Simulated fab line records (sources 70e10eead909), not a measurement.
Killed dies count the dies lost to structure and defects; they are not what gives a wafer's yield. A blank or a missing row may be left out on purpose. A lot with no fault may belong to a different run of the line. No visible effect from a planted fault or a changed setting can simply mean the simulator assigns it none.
Matching of chambers	flow nandHarc	NHARC_A_CHANNEL_FILL_D1_ALD_16 on aldHk-02: 4 sister chambers
The step deposits SiO2, target thk 1.5 nm, pulse time 10 s, ald cycles 15. 4 wafers are shown with their chamber, then 9 later ones without.

WAFERS, EACH WITH ITS CHAMBER
wafer	chamber	heaterPowerW (W)
L764.1	1	505
L769.1	3	503
L771.2	2	646
L771.6	0	558

WAFERS MISSING THEIR CHAMBER
wafer	heaterPowerW (W)
L774.2	522
L774.3	502
L774.4	643
L772.3	530
L772.4	551
L772.6	643
L775.1	554
L775.4	525
L775.5	550

CHAMBER TAKEN BY EACH
wafer	from the rows above	in truth
L774.2	can't be placed: 1 or 3 or 0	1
L774.3	can't be placed: 3 or 1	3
L774.4	2	2
L772.3	can't be placed: 1 or 3 or 0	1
L772.4	0	0
L772.6	2	2
L775.1	0	0
L775.4	can't be placed: 1 or 3 or 0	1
L775.5	0	0
Correct placement for 5 of the 9. Can't be placed from these rows: 4 (the true chamber is among the candidates in 4). 0 placed wrongly.
How it was worked out, from the rows above alone: a wafer's distance from a chamber is the root of the sum, over the readings, of the square of ((its reading less the chamber's mean) divided by the reading's scatter). If the next closest chamber is less than 2 further off than the closest, the wafer can't be placed; otherwise it belongs to the closest. For every chamber, the mean is computed from those of its wafers that are shown. The scatter (one wafer shown for each chamber): square how far every hidden wafer sits from the nearest shown wafer, average those squares and take the square root.
